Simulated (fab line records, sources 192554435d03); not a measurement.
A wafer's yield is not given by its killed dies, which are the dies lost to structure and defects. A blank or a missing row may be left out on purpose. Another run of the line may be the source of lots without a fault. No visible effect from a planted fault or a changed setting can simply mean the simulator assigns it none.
fab line records	flow n5-finfet
[record] lots = 6	wafers = 18	last-day = 20
route steps=1938 shown BEOL_M12@1608
lots that met no fault: taken from a fault-free run of the same line
start-h: the number of hours between the record's first day and the start of the first shown wafer of the lot	wait-h: hours elapsed since this lot's preceding step	" as in the row above	L1.1+2: a row that stands for several wafers	- no value present, or no start provided	* or withheld: withheld	< > ~ a bound
route shown NAME@n: names a module that has steps shown in the file, with the first one's number in the route	usual: mean/standard deviation of fault-free wafers	same: alike in all rows	chamber/n: place in a boat	sites: readings site by site	_std_site: their standard deviation	_edge_site: mean of outer sites minus mean of inner sites	radius-mm: for every site, how far away it sits from the centre of the wafer	mask NAME#n: copy n	behind: tool/chamber where the wafer was last shaped	hold: reason for holding the lot/hours on hold/outcome of the hold	device: transistor that didn't switch, given as n, p or np	end of line: at the end of the route, the tests of the same wafers	a step with no rows: only its recipe	killed: not the wafer's yield, but the dies lost to structure and defects at the first sort	map: a wafer's dies, marking killed ones x, the rest . and places with no die _
set.NAME: setting as actually run; set.NAME@STEP: the setting as run at that earlier step	model.NAME: the simulator's own value behind a step, which no gauge read
certain route steps with their lots: each step a table, each wafer a row
services: when a tool's chamber went out of use (start-h, in hours from the record's first day, below 0 if earlier), for how many hours, and the reason
[[steps]]
[step N5_BEOL_M12_EXPOSE_07]
[recipe] mask-id = V11	na = 0.93	source-shape = conventional	sigma-outer = 0.6	polarization = unpolarized	attpsm-phase-deg = 180	dose-mj = 32.5
[step N5_BEOL_M12_PEB_08]
[recipe] peb-temp-c = 130	peb-time-s = 90
[step N5_BEOL_M12_DEVELOP_09]
[recipe] develop-time-s = 45	rinse-liquid = diw	dry = air-spin	dev-temp-c = 21
[step N5_BEOL_M12_HARDBAKE_14]
[recipe] temp-c = 130	time-s = 120
[step N5_BEOL_M12_CD_MEAS_10]
[recipe] target-cd-nm = 140	landing-energy-ev = 500	detector = se-inlens	polarity = opening
[usual] cd-nm = 139.8/2.9
lot.wafer	tool	chamber	start-h	wait-h	cd-nm
L167.1	cd-sem-02	0	339.47	-	138.6
L167.2	"	0	"	"	138.1
L167.6	"	0	"	"	137.1
L176.3	cd-sem-03	0	369.98	-	138.6
L176.4	"	0	"	"	136.0
L176.6	"	0	"	"	138.3
L175.2	cd-sem-02	0	374.34	-	140.2
L175.4	"	0	"	"	143.2
L175.5	"	0	"	"	137.9
L178.1	cd-sem-02	0	377.34	-	144.7
L178.4	"	0	"	"	141.0
L178.5	"	0	"	"	141.1
L182.3	cd-sem-01	0	404.43	-	136.0
L182.4	"	0	"	"	133.2
L182.6	"	0	"	"	133.2
L187.2	cd-sem-02	0	445.34	-	144.9
L187.5	"	0	"	"	139.5
L187.6	"	0	"	"	138.8
[step N5_BEOL_M12_OVL_MEAS_11]
[recipe] points-per-wafer = 44
[usual] V11_OVL = 1/6.3
lot.wafer	tool	chamber	start-h	wait-h	V11_OVL[nm]
L167.1	overlay-01	0	339.50	0.0	-2
L167.2	"	0	"	"	-3
L167.6	"	0	"	"	-3
L176.3	overlay-01	0	370.01	0.0	-10
L176.4	"	0	"	"	-1
L176.6	"	0	"	"	2
L175.2	overlay-01	0	374.37	0.0	-2
L175.4	"	0	"	"	-8
L175.5	"	0	"	"	-7
L178.1	overlay-02	0	377.37	0.0	8
L178.4	"	0	"	"	3
L178.5	"	0	"	"	4
L182.3	overlay-02	0	404.46	0.0	12
L182.4	"	0	"	"	1
L182.6	"	0	"	"	4
L187.2	overlay-02	0	445.37	0.0	1
L187.5	"	0	"	"	-3
L187.6	"	0	"	"	-4
[step N5_BEOL_M12_INSPECT_12]
[recipe] mode = adi	inspect-instrument = macro
[usual] raw-defect-count = 2/1.5
lot.wafer	tool	chamber	start-h	wait-h	raw-defect-count
L167.1	defect-inspect-02	-	339.53	0.0	1
L167.2	"	-	"	"	2
L167.6	"	-	"	"	3
L176.3	defect-inspect-01	-	370.03	0.0	0
L176.4	"	-	"	"	2
L176.6	"	-	"	"	3
L175.2	defect-inspect-02	-	374.39	0.0	3
L175.4	"	-	"	"	3
L175.5	"	-	"	"	1
L178.1	defect-inspect-01	-	377.39	0.0	3
L178.4	"	-	"	"	1
L178.5	"	-	"	"	3
L182.3	defect-inspect-01	-	404.48	0.0	0
L182.4	"	-	"	"	2
L182.6	"	-	"	"	1
L187.2	defect-inspect-01	-	445.39	0.0	0
L187.5	"	-	"	"	2
L187.6	"	-	"	"	1
[step N5_BEOL_M12_DESCUM_15]
[recipe] chemistry = O2	time-s = 7.9	source-power-w = 50	bias-power-w = 20	pressure-mtorr = 20	rf-frequency-hz = 2.712e+07	temp-c = 40	o2-flow-sccm = 225
[usual] bias-power-w = 20.00/0.058	chamber-pressure-mTorr = 20.000/0.018	drypump-motor-current-A = 6.0/0.39	oes-product-au = 0.79/0.066	rf-vpp-V = 243.7/1.3	showerhead-plenum-p-Torr = 2.13/0.066	throttle-valve-pct = 20.37/0.2
lot.wafer	tool	chamber	start-h	wait-h	bias-power-w	chamber-pressure-mTorr	drypump-motor-current-A	oes-product-au	rf-hours-counter-h	rf-vpp-V	showerhead-plenum-p-Torr	throttle-valve-pct
L167.1	rie-diel-05	3	339.56	0.0	20.03	19.971	6.7	0.79	85	243.7	2.23	20.48
L167.2	"	2	"	"	20.04	20.004	5.7	0.78	109	242.6	2.08	20.15
L167.6	"	1	"	"	19.99	19.968	6.1	0.83	-	244.1	2.21	20.62
L176.3	rie-diel-05	2	370.06	0.0	20.02	20.012	5.7	0.78	120	243.2	2.08	20.17
L176.4	"	3	"	"	20.04	19.982	6.7	0.79	98	244.6	2.23	20.51
L176.6	"	2	"	"	19.95	20.000	5.8	0.78	-	243.0	2.08	20.18
L175.2	rie-diel-01	0	374.52	0.1	19.92	19.991	6.2	0.75	156	245.5	2.17	20.40
L175.4	"	0	"	"	19.98	19.993	6.2	0.74	-	243.8	2.17	20.41
L175.5	"	1	"	"	19.97	20.019	5.9	0.87	-	241.9	2.06	20.61
L178.1	rie-diel-01	1	377.65	0.3	20.03	19.991	5.9	0.86	49	243.2	2.06	20.65
L178.4	"	0	"	"	20.06	19.987	6.2	0.75	-	243.2	2.17	20.41
L178.5	"	1	"	"	19.97	19.985	5.9	0.88	-	242.9	2.06	20.64
L182.3	rie-diel-01	1	404.65	0.2	20.02	19.952	5.9	0.84	64	241.3	2.06	20.66
L182.4	"	0	"	"	20.04	19.990	6.2	0.73	-	244.8	2.17	20.44
L182.6	"	2	"	"	20.03	20.025	5.5	0.92	-	243.4	2.04	19.98
L187.2	rie-diel-05	2	445.43	0.0	20.04	20.022	5.8	0.75	146	242.6	2.07	20.21
L187.5	"	0	"	"	20.03	20.039	5.7	0.73	-	244.9	2.18	20.23
L187.6	"	3	"	"	20.02	20.003	6.7	0.75	-	243.7	2.22	20.55
[step N5_BEOL_M12_ETCH_59]
[recipe] chemistry = N2/H2	target = BARC	target-depth-a = 890	overetch-a = 267	time-s = 67.9	ion-energy-ev = 200	pressure-mtorr = 30	source-w = 840	bias-w = 150	n2-flow-sccm = 200	h2-flow-sccm = 200
[usual] chamber-pressure-mTorr = 30.001/0.026	drypump-motor-current-A = 6.0/0.39	n2-flow-sccm = 200.1/0.56	oes-product-au = 0.67/0.051	rf-vpp-V = 525.0/2.1	showerhead-plenum-p-Torr = 2.59/0.075	throttle-valve-pct = 17.84/0.26
lot.wafer	tool	chamber	start-h	wait-h	chamber-pressure-mTorr	drypump-motor-current-A	n2-flow-sccm	oes-product-au	rf-hours-counter-h	rf-vpp-V	showerhead-plenum-p-Torr	throttle-valve-pct
L167.1	rie-diel-05	3	339.59	0.0	30.026	6.7	200.1	0.69	85	527.2	2.66	17.58
L167.2	"	2	"	"	30.052	5.8	200.5	0.68	109	523.0	2.57	17.86
L167.6	"	1	"	"	29.996	6.2	200.2	0.70	-	526.7	2.70	18.21
L176.3	rie-diel-05	2	370.10	0.0	29.973	5.8	200.6	0.67	120	524.0	2.56	17.88
L176.4	"	3	"	"	30.003	6.7	200.4	0.67	98	528.5	2.65	17.58
L176.6	"	2	"	"	29.995	5.8	200.5	0.66	-	523.7	2.56	17.88
L175.2	rie-diel-01	0	374.56	0.0	30.034	6.2	199.0	0.65	156	525.9	2.68	18.18
L175.4	"	0	"	"	30.025	6.2	199.8	0.64	-	526.5	2.68	18.16
L175.5	"	1	"	"	29.996	5.9	198.7	0.72	-	520.1	2.47	17.89
L178.1	rie-diel-01	1	377.68	0.0	30.017	5.9	200.6	0.72	49	521.1	2.47	17.89
L178.4	"	0	"	"	30.012	6.2	200.3	0.64	-	528.4	2.68	18.18
L178.5	"	1	"	"	29.999	6.0	200.8	0.72	-	522.5	2.47	17.88
L182.3	rie-diel-01	1	404.68	0.0	30.018	5.9	200.3	0.72	64	522.5	2.46	17.92
L182.4	"	0	"	"	29.982	6.2	200.1	0.63	-	526.3	2.67	18.22
L182.6	"	2	"	"	30.009	5.5	200.4	0.79	-	520.5	2.51	17.56
L187.2	rie-diel-05	2	445.46	0.0	29.997	5.8	200.7	0.65	146	523.4	2.55	17.92
L187.5	"	0	"	"	30.032	5.7	199.3	0.63	-	525.3	2.63	17.49
L187.6	"	3	"	"	29.981	6.7	200.6	0.65	-	527.7	2.64	17.64
[step N5_BEOL_M12_VIA_ETCH_16]
[recipe] chemistry = C4F8/O2/Ar	target = SiOC	pressure-mtorr = 30	source-w = 3000	bias-w = 700	Ar_flow_sccm = 400	C4F8_flow_sccm = 15	O2_flow_sccm = 8	he-inner-torr = 15	he-outer-torr = 30	target-depth-a = 7248	time-s = withheld	ion-energy-ev = 250	ends = cleared
[usual] chamber-pressure-mTorr = 29.999/0.029	drypump-motor-current-A = 6.0/0.39	oes-product-au = 0.71/0.06	rf-vpp-V = 667.0/2.7	showerhead-plenum-p-Torr = 3.47/0.11	throttle-valve-pct = 24.12/0.21
lot.wafer	tool	chamber	start-h	wait-h	chamber-pressure-mTorr	drypump-motor-current-A	oes-product-au	rf-vpp-V	showerhead-plenum-p-Torr	throttle-valve-pct
L167.1	rie-diel-05	3	339.65	0.0	29.971	6.7	0.72	669.4	3.61	24.20
L167.2	"	2	"	"	29.985	5.8	0.71	666.8	3.41	23.99
L167.6	"	1	"	"	30.006	6.2	0.75	671.0	3.58	24.36
L176.3	rie-diel-05	2	370.15	0.0	30.008	5.7	0.71	665.4	3.41	24.00
L176.4	"	3	"	"	30.048	6.7	0.70	669.4	3.60	24.22
L176.6	"	2	"	"	30.048	5.7	0.70	663.7	3.41	24.01
L175.2	rie-diel-01	0	374.61	0.0	30.048	6.2	0.68	669.4	3.59	24.40
L175.4	"	0	"	"	29.979	6.2	0.68	668.1	3.59	24.39
L175.5	"	1	"	"	29.996	5.9	0.78	662.8	3.31	24.08
L178.1	rie-diel-01	1	377.73	0.0	30.002	6.0	0.78	662.1	3.30	24.06
L178.4	"	0	"	"	30.026	6.2	0.68	667.6	3.59	24.42
L178.5	"	1	"	"	29.999	5.9	0.79	664.8	3.30	24.07
L182.3	rie-diel-01	1	404.73	0.0	30.016	5.9	0.76	663.7	3.30	24.10
L182.4	"	0	"	"	30.032	6.3	0.66	669.3	3.58	24.41
L182.6	"	2	"	"	30.008	5.5	0.83	663.9	3.36	23.83
L187.2	rie-diel-05	2	445.52	0.0	29.956	5.8	0.68	664.5	3.39	24.03
L187.5	"	0	"	"	30.023	5.7	0.65	669.5	3.55	23.97
L187.6	"	3	"	"	30.041	6.7	0.68	669.9	3.59	24.25
[step N5_BEOL_M12_STRIP_63]
[recipe] chemistry = N2/H2	power-w = 1000	temp-c = 250	h2-frac = 0.65	overash-fraction = 0.3	pressure-mtorr = 1000	n2-flow-sccm = 1750	h2-flow-sccm = 3250
[usual] chamber-pressure-mTorr = 1000.0/0.92	drypump-motor-current-A = 6.01/0.28	heater-power-w = 313/13	n2-flow-sccm = 1750/5.7	oes-product-au = 0.693/0.0048	strip-time-to-endpoint-s = 42.3/1
lot.wafer	tool	chamber	start-h	wait-h	chamber-pressure-mTorr	drypump-motor-current-A	heater-power-w	n2-flow-sccm	oes-product-au	rf-hours-counter-h	strip-time-to-endpoint-s
L167.1	plasma-asher-01	0	339.85	-	998.9	6.20	307	1744	0.696	114	42.5
L167.2	"	1	"	"	998.9	5.71	330	1753	0.693	114	44.7
L167.6	"	1	"	"	999.0	5.72	334	1747	0.700	-	42.2
L176.3	plasma-asher-01	1	370.37	-	1000.1	5.71	333	1750	0.701	-	44.0
L176.4	"	0	"	"	1001.7	6.24	309	1746	0.690	-	41.7
L176.6	"	1	"	"	998.2	5.72	328	1759	0.704	-	43.3
L175.2	plasma-asher-02	0	374.81	-	999.8	5.74	294	1747	0.696	111	42.0
L175.4	"	1	"	"	999.8	6.42	313	1748	0.699	-	42.3
L175.5	"	0	"	"	1001.4	5.75	289	1747	0.696	-	42.2
L178.1	plasma-asher-01	1	377.93	-	999.3	5.71	322	1751	0.694	124	42.9
L178.4	"	0	"	"	1001.2	6.20	308	1742	0.694	-	43.5
L178.5	"	0	"	"	1000.2	6.24	304	1734	0.694	-	44.0
L182.3	plasma-asher-01	0	404.95	-	999.2	6.21	303	1744	0.692	-	41.5
L182.4	"	1	"	"	1000.0	5.71	319	1751	0.695	-	41.3
L182.6	"	1	"	"	1001.9	5.71	336	1750	0.688	-	40.9
L187.2	plasma-asher-02	1	445.71	-	1000.3	6.40	313	1749	0.694	126	44.5
L187.5	"	0	"	"	1000.6	5.74	295	1749	0.691	-	42.6
L187.6	"	1	"	"	999.8	6.41	312	1744	0.696	-	40.9
[step N5_BEOL_M12_STRIP_64]
[recipe] chemistry = N2/H2	power-w = 1000	temp-c = 250	h2-frac = 0.65	overash-fraction = 0.3	pressure-mtorr = withheld	n2-flow-sccm = 1750	h2-flow-sccm = 3250
[usual] drypump-motor-current-A = 6.01/0.29	h2-flow-sccm = 3250/11	heater-power-w = 313/14	n2-flow-sccm = 1751/5.3	oes-product-au = 0.715/0.0045	strip-time-to-endpoint-s = 31.30/0.086
lot.wafer	tool	chamber	start-h	wait-h	drypump-motor-current-A	h2-flow-sccm	heater-power-w	n2-flow-sccm	oes-product-au	rf-hours-counter-h	strip-time-to-endpoint-s
L167.1	plasma-asher-01	0	339.91	0.0	6.23	3266	300	1758	0.709	114	31.29
L167.2	"	1	"	"	5.75	3273	331	1742	0.712	114	31.38
L167.6	"	1	"	"	5.75	3269	336	1741	0.721	-	31.29
L176.3	plasma-asher-01	1	370.43	0.0	5.74	3234	337	1759	0.715	-	31.25
L176.4	"	0	"	"	6.24	3255	299	1752	0.722	-	31.21
L176.6	"	1	"	"	5.74	3229	335	1763	0.718	-	31.30
L175.2	plasma-asher-02	0	374.87	0.0	5.74	3254	298	1751	0.720	111	31.37
L175.4	"	1	"	"	6.45	3258	308	1750	0.711	-	31.38
L175.5	"	0	"	"	5.74	3263	296	1750	0.719	-	31.43
L178.1	plasma-asher-01	1	377.99	0.0	5.72	3255	329	1750	0.715	124	31.37
L178.4	"	0	"	"	6.22	3254	311	1752	0.714	-	31.37
L178.5	"	0	"	"	6.26	3254	297	1747	0.709	-	31.35
L182.3	plasma-asher-01	0	405.01	0.0	6.21	3249	308	1748	0.715	-	31.31
L182.4	"	1	"	"	5.72	3264	333	1746	0.716	-	31.29
L182.6	"	1	"	"	5.70	3238	328	1747	0.714	-	31.35
L187.2	plasma-asher-02	1	445.77	0.0	6.40	3245	294	1754	0.708	126	31.26
L187.5	"	0	"	"	5.74	3240	294	1751	0.717	-	31.28
L187.6	"	1	"	"	6.40	3253	309	1746	0.717	-	31.26
[step N5_BEOL_M12_STRIP_71]
[recipe] chemistry = post-etch-residue-remover	time-s = 60	temp-c = 25	remover-ph = withheld	remover-water-wt-pct = withheld	remover-fluoride-wt-pct = withheld
[usual] run-length-s = 66.6/1.5	temp-c = 25.01/0.1
lot.wafer	tool	chamber	start-h	wait-h	run-length-s	temp-c
L167.1	wet-bench-01	7	339.99	0.1	67.0	25.18
L167.2	"	2	"	"	66.4	24.94
L167.6	"	6	"	"	66.6	25.05
L176.3	wet-bench-06	7	370.50	0.0	66.2	25.06
L176.4	"	5	"	"	67.2	25.20
L176.6	"	3	"	"	66.2	25.13
L175.2	wet-bench-04	4	374.96	0.1	-	-
L175.4	"	5	"	"	-	-
L175.5	"	0	"	"	-	-
L178.1	wet-bench-01	6	378.08	0.1	-	-
L178.4	"	0	"	"	-	-
L178.5	"	5	"	"	-	-
L182.3	wet-bench-06	6	405.08	0.0	67.3	25.06
L182.4	"	4	"	"	67.4	24.99
L182.6	"	7	"	"	64.8	25.08
L187.2	wet-bench-06	4	445.86	0.1	67.1	24.78
L187.5	"	0	"	"	65.6	25.03
L187.6	"	7	"	"	66.1	24.97
[step N5_BEOL_M12_SRD_72]
[recipe] time-s = 30	temp-c = 23	rinse-liquid = diw	dry = n2-spin	spin-rpm = 1500	dry-time-s = 30
[[services]]
tool	chamber	start-h	hours	kind
rie-diel-01	2	354.43	-	clean
rie-diel-01	2	354.43	-	consumable-replace:focus-ring
rie-diel-01	2	354.43	23.2	scheduled-down
rie-diel-01	2	354.43	23.2	vent-cycle
rie-diel-05	0	359.21	8.0	repair
wet-bench-01	-	370.85	1.7	repair
rie-diel-01	3	377.91	-	clean
rie-diel-01	3	377.91	-	consumable-replace:focus-ring
rie-diel-01	3	377.91	30.8	scheduled-down
rie-diel-01	3	377.91	30.8	vent-cycle
rie-diel-05	-	410.63	0.9	repair
rie-diel-01	3	432.33	4.8	repair
[[key]]
[first-sign] step = N5_BEOL_M12_STRIP_71	reading = tool-record	direction = missing
effect none on later readings
met-at N5_BEOL_M12_STRIP_71
struck-wafers L175.2,L175.4,L175.5,L178.1,L178.4,L178.5
[baseline-loss] step = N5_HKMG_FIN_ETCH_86	wafers = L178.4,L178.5
onset-between 339.99 374.96
[fault] kind = skipped-step-whole	tool = wet-bench-01,wet-bench-04	chamber = -	onset-h = 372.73	steps = N5_BEOL_M12_STRIP_71	scope = struck-lots-only
// baseline-loss: these wafers lose ten dies or more at that step, a loss of the line's own and not of a fault; the sort's usual values leave them out
